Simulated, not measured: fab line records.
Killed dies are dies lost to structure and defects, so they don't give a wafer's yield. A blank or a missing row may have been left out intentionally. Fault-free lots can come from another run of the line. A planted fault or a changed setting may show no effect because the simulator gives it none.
Chamber matching ; flow n5 finfet ; N5_FIN_SAQP_SPACER1_ETCHBACK_25 on rie diel-02 has 4 sister chambers
The step etches SiO2 in CHF3/O2, target depth 24.4 nm, time 12.2 s. 4 wafers are shown with their chamber, then 9 later ones without.

WAFERS PAIRED WITH THEIR CHAMBERS
wafer;chamber;showerhead plenum p Torr (Torr)
L084.4;2;2.37
L085.3;0;2.51
L086.1;1;2.37
L086.6;3;2.52

WAFERS WHOSE CHAMBER IS MISSING
wafer;showerhead plenum p Torr (Torr)
L089.3;2.37
L089.5;2.51
L089.6;2.37
L090.1;2.51
L090.2;2.37
L090.4;2.51
L094.1;2.36
L094.3;2.50
L094.4;2.51

WHICH CHAMBER EACH WENT THROUGH
wafer;from the rows above;in truth
L089.3;can't be placed: 1 or 2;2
L089.5;0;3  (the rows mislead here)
L089.6;can't be placed: 1 or 2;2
L090.1;0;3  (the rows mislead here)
L090.2;can't be placed: 1 or 2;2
L090.4;0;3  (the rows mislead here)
L094.1;can't be placed: 1 or 2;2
L094.3;0;0
L094.4;0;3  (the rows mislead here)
1 of 9 placed correctly. Cannot be placed on the basis of these rows: 4; the candidates contain the true chamber in 4. 4 placed wrongly.
How it was worked out, from the rows above alone: a wafer's distance from a chamber is the root of the sum, over the readings, of the square of ((its reading less the chamber's mean) divided by the reading's scatter). If the next closest chamber is less than 2 further off than the closest, the wafer can't be placed; otherwise it belongs to the closest. A chamber's mean is the mean of its shown wafers. The scatter (one wafer shown for each chamber): square how far every hidden wafer sits from the nearest shown wafer, average those squares and take the square root.
